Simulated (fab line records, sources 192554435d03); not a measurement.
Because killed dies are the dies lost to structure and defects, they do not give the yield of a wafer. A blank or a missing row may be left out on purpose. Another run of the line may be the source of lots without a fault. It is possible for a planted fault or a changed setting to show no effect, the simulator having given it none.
Split-lot experiment + flow n5 finfet + on a route of 1938 steps: 7 lots, 21 wafers read

== THE SPLIT ITSELF ==
At N5_BEOL_M1_COAT_05 (resist thk 30 nm), the setting spin rpm was moved away from the recipe's 1500 rpm on 7 of the 21 wafers read, by -10.7% to +6.7%. All remaining wafers had this setting at the recipe value.

== FROM THE SPLIT TO THE READING: what the file shows between them, 5 steps ==
- N5_BEOL_M1_EBR_07
- N5_BEOL_M1_SOFTBAKE_06: time 60 s
- N5_BEOL_M1_EXPOSE_08: exposes mask M1
- N5_BEOL_M1_PEB_09: peb time 60 s
- N5_BEOL_M1_DEVELOP_10: develop time 30 s

== THE READING ==
CAR-EUV_of_BEOL_M1_COAT_05.thk nm (the simulator's own value, which no gauge read), in nm, at N5_BEOL_M1_DESCUM_16 (chemistry O2, time 7 s). The file gives no usual value for it. Average 26.0 nm, standard deviation 0.052 nm, over the 14 wafers here run with the recipe.

| wafer  | tool, chamber at the split | spin rpm as run, rpm | against the recipe | CAR-EUV_of_BEOL_M1_COAT_05.thk nm, nm | against lot-mates on the recipe |
|--------|----------------------------|----------------------|--------------------|---------------------------------------|---------------------------------|
| L076.3 | litho track-02, 0          | 1500                 | recipe             | 26                                    | -                               |
| L076.4 | litho track-02, 0          | 1500                 | recipe             | 26                                    | -                               |
| L076.6 | litho track-02, 0          | 1500                 | recipe             | 26                                    | -                               |
| L077.1 | litho track-02, 0          | 1500                 | recipe             | 26                                    | -                               |
| L077.2 | litho track-02, 0          | 1500                 | recipe             | 26                                    | -                               |
| L077.6 | litho track-02, 0          | 1500                 | recipe             | 26                                    | -                               |
| L079.2 | litho track-03, 0          | 1500                 | recipe             | 26                                    | -                               |
| L079.4 | litho track-03, 0          | 1500                 | recipe             | 26                                    | -                               |
| L079.6 | litho track-03, 0          | 1411                 | -5.9%              | 27                                    | +1.0                            |
| L081.2 | litho track-03, 0          | 1500                 | recipe             | 26                                    | -                               |
| L081.3 | litho track-03, 0          | 1591                 | +6.1%              | 25.2                                  | -0.8                            |
| L081.6 | litho track-03, 0          | 1591                 | +6.1%              | 25.2                                  | -0.8                            |
| L080.1 | litho track-02, 0          | 1570                 | +4.7%              | 25.2                                  | -0.9                            |
| L080.4 | litho track-02, 0          | 1500                 | recipe             | 26                                    | -                               |
| L080.5 | litho track-02, 0          | 1500                 | recipe             | 26.2                                  | -                               |
| L084.2 | litho track-02, 0          | 1500                 | recipe             | 26                                    | -                               |
| L084.4 | litho track-02, 0          | 1500                 | recipe             | 26                                    | -                               |
| L084.6 | litho track-02, 0          | 1600                 | +6.7%              | 25                                    | -1.0                            |
| L085.1 | litho track-02, 0          | 1340                 | -10.7%             | 28                                    | +2.0                            |
| L085.3 | litho track-02, 0          | 1340                 | -10.7%             | 27.8                                  | +1.8                            |
| L085.6 | litho track-02, 0          | 1500                 | recipe             | 26                                    | -                               |

FIT RESULTS
A straight line over all 21 wafers: CAR-EUV_of_BEOL_M1_COAT_05.thk nm changes by -0.165 nm for each +1% of spin rpm; r = -0.99; the points scatter about the line by 0.088 nm.
The same after taking each lot's own level away (the mean of its wafers on the recipe; 21 wafers): -0.166 nm for each +1%; r = -0.99; scatter 0.093 nm.
That fit puts the effect of the largest move of spin rpm on the reading at 1.8 nm.
Measured against the standard deviation above, the lots' own levels, which go from 26.00 to 26.10 nm, span 1.9 times it.
Consequently the slope shifts little with the lot-to-lot level, the two slopes agreeing.
Check: for one of the wafers moved furthest among these (-10.7%), held out of the fit, the line's prediction against its lot-mates is +1.71 nm. Against them it came out at +2 nm.

== THE WHOLE CHAIN: every reading that the file lists as answering this split, in the file's order ==
| step                  | what it does           | reading                                                                            | change (the file's fit)               | r (the file's) |
|-----------------------|------------------------|------------------------------------------------------------------------------------|---------------------------------------|----------------|
| N5_BEOL_M1_COAT_05    | resist thk 30 nm       | CAR-EUV_of_BEOL_M1_COAT_05.thk nm (the simulator's own value, which no gauge read) | -0.155 nm for each +1% of the setting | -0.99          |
| N5_BEOL_M1_DEVELOP_10 | develop time 30 s      | CAR-EUV_of_BEOL_M1_COAT_05.thk nm (the simulator's own value, which no gauge read) | -0.159 nm for each +1% of the setting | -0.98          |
| N5_BEOL_M1_DESCUM_16  | chemistry O2, time 7 s | CAR-EUV_of_BEOL_M1_COAT_05.thk nm (the simulator's own value, which no gauge read) | -0.166 nm for each +1% of the setting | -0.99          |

== FILE'S OWN FIT ==
CAR-EUV_of_BEOL_M1_COAT_05.thk nm changes by -0.166 nm for each +1% of spin rpm, r = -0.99.
